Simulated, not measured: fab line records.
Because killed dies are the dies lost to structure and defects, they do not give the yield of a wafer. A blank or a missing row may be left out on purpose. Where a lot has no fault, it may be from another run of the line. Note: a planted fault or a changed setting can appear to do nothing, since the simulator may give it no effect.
The tool behind it: which one? -- flow nand harc -- Sampling: 14 lots, 42 wafers, 5 of 1159 route steps

## WHAT THE GAUGES READ, wafer by wafer
NHARC_P_CONTACT_INSPECT_14.
lot,measured,on,raw defect count
L715,day 5 11:22,defect inspect-02,5 4 3
L716,day 5 11:59,defect inspect-01,6 1 2
L718,day 6 00:52,defect inspect-02,0 4 5
L719,day 6 16:21,defect inspect-01,1 5 6
L720,day 6 15:23,defect inspect-02,2 5 3
L722,day 7 11:16,defect inspect-02,4 2 6
L724,day 7 20:20,defect inspect-02,4 3 4
L723,day 7 17:34,defect inspect-01,3 3 6
L725,day 8 06:07,defect inspect-01,1 4 5
L728,day 9 09:02,defect inspect-01,7 2 7
L727,day 8 23:35,defect inspect-01,2 3 1
L726,day 8 22:17,defect inspect-02,4 2 4
L729,day 9 20:14,defect inspect-01,3 3 5
L730,day 9 23:14,defect inspect-01,6 4 4

NHARC_P_CONTACT_INSPECT_27.
lot,measured,on,raw defect count
L715,day 5 18:14,defect inspect-02,361 284 425
L716,day 5 18:46,defect inspect-01,356 414 172
L718,day 6 13:05,defect inspect-01,229 248 161
L719,day 7 03:04,defect inspect-01,224 290 163
L720,day 7 03:02,defect inspect-02,644 596 522
L722,day 7 14:56,defect inspect-02,459 179 342
L724,day 8 05:13,defect inspect-01,373 279 460
L723,day 7 20:47,defect inspect-02,295 256 245
L725,day 8 11:11,defect inspect-02,217 314 246
L728,day 9 22:48,defect inspect-01,131 228 287
L727,day 9 02:44,defect inspect-02,222 163 284
L726,day 9 01:28,defect inspect-01,254 104 163
L729,day 10 07:33,defect inspect-02,389 736 261
L730,day 10 06:08,defect inspect-01,350 168 142

NHARC_END_SORT_01.
lot,measured,on,killed at array,killed at other,killed at periphery,killed dies,killed open,killed short
L722,day 21 10:04,prober-01,24 36 29,0 0 0,5 6 10,29 42 39,2 5 5,3 1 1
L728,day 24 17:09,prober-01,37 49 35,1 1 2,4 4 7,42 54 44,5 4 3,2 3 2
L729,day 24 18:14,prober-01,27 26 30,0 0 0,2 0 3,29 26 33,3 0 1,3 0 3

## TOOL THAT RAN EACH LOT (tool first, then ch and the chambers of the sampled wafers, then the start)
lot,NHARC_P_GATE_HM_DEP_102,NHARC_P_CONTACT_STRIP_28
L715,"acl dep-03 ch 0, day 4 12:23","rie diel-11 ch 0,1,2, day 5 12:25"
L716,"acl dep-01 ch 0, day 4 12:29","rie diel-08 ch 0,2, day 5 13:01"
L718,"acl dep-03 ch 0, day 5 03:12","rie diel-08 ch 0,1,3, day 6 01:53"
L719,"acl dep-02 ch 0, day 5 17:58","rie diel-08 ch 1,2,3, day 6 17:21"
L720,"acl dep-03 ch 0, day 5 18:03","rie diel-08 ch 1,2, day 6 16:24"
L722,"acl dep-03 ch 0, day 6 13:20","rie diel-11 ch 1,2, day 7 12:16"
L724,"acl dep-03 ch 0, day 6 19:20","rie diel-08 ch 0,2,3, day 7 21:25"
L723,"acl dep-01 ch 0, day 6 19:26","rie diel-11 ch 0,1,2, day 7 18:35"
L725,"acl dep-01 ch 0, day 7 08:29","rie diel-08 ch 1,2, day 8 07:18"
L728,"acl dep-01 ch 0, day 7 23:16","rie diel-08 ch 0,1,3, day 9 10:07"
L727,"acl dep-02 ch 0, day 7 23:23","rie diel-08 ch 0,2,3, day 9 00:40"
L726,"acl dep-01 ch 0, day 7 23:55","rie diel-05 ch 0,1,2, day 8 23:18"
L729,"acl dep-03 ch 0, day 8 09:10","rie diel-11 ch 1,2,3, day 9 21:26"
L730,"acl dep-01 ch 0, day 8 09:33","rie diel-11 ch 1,3, day 10 00:16"
- NHARC_P_GATE_HM_DEP_102: deposits aC, target thk 120 nm.
- NHARC_P_CONTACT_STRIP_28: strips in O2.

## AS READ BY THE TOOLS THEMSELVES (means over the sampled wafers that have a number; for cases with no such wafer, the mark the record gives instead)
NHARC_P_GATE_HM_DEP_102.
lot,tool,throttle valve pct (%)
L715,acl dep-03,35.001
L716,acl dep-01,35.005
L718,acl dep-03,34.998
L719,acl dep-02,35.007
L720,acl dep-03,34.997
L722,acl dep-03,34.999
L724,acl dep-03,35.007
L723,acl dep-01,35.001
L725,acl dep-01,34.996
L728,acl dep-01,35.000
L727,acl dep-02,34.998
L726,acl dep-01,34.996
L729,acl dep-03,35.000
L730,acl dep-01,35.002

NHARC_P_CONTACT_STRIP_28.
lot,tool,drypump motor current A (A),oes product au (a.u.),rf vpp V (V),showerhead plenum p Torr (Torr),throttle valve pct (%)
L715,rie diel-11,5.8,1.002,57.7,3.65,17.041
L716,rie diel-08,5.3,1.000,57.4,3.56,17.031
L718,rie diel-08,5.3,0.993,57.6,3.33,17.037
L719,rie diel-08,5.6,0.996,58.1,3.45,17.044
L720,rie diel-08,5.6,1.000,58.7,3.57,17.030
L722,rie diel-11,5.6,0.999,58.6,3.64,17.039
L724,rie diel-08,5.2,1.003,57.4,3.44,17.044
L723,rie diel-11,5.8,1.001,57.2,3.64,17.039
L725,rie diel-08,5.6,1.003,58.6,3.57,17.045
L728,rie diel-08,5.3,0.999,57.3,3.32,17.035
L727,rie diel-08,5.2,1.001,57.7,3.44,17.020
L726,rie diel-05,5.8,0.996,57.2,3.45,17.033
L729,rie diel-11,5.6,1.004,59.0,3.65,17.035
L730,rie diel-11,5.3,1.004,58.8,3.70,17.031

## THE ANSWER, worked out from the rows above alone
Rule: the lots themselves supply what counts as usual. Put in order of their means at a reading, lots are off if they are a third of the lots or fewer, leave a main group of 4 or more, and stand apart from it by a gap of 3 or more times the standard deviation of the main group's means; of several such gaps the widest counts. The tables above print the reading to a certain number of digits; a main group whose means all agree to those digits is not used. A lot without any number at a reading at which 4 lots or more have one is off too. Any other lot the step has rows for is counted as sound. First the gauges in route order, then the tools' own readings, where a lot's mean is used as printed above. The first step at which some lot is off is used, and at that step the reading that is off furthest; a lot without a number counts as furthest.
No lot is off on any of the readings shown, so nothing can be concluded from this.

## WHAT THE SIMULATOR HAD PUT IN
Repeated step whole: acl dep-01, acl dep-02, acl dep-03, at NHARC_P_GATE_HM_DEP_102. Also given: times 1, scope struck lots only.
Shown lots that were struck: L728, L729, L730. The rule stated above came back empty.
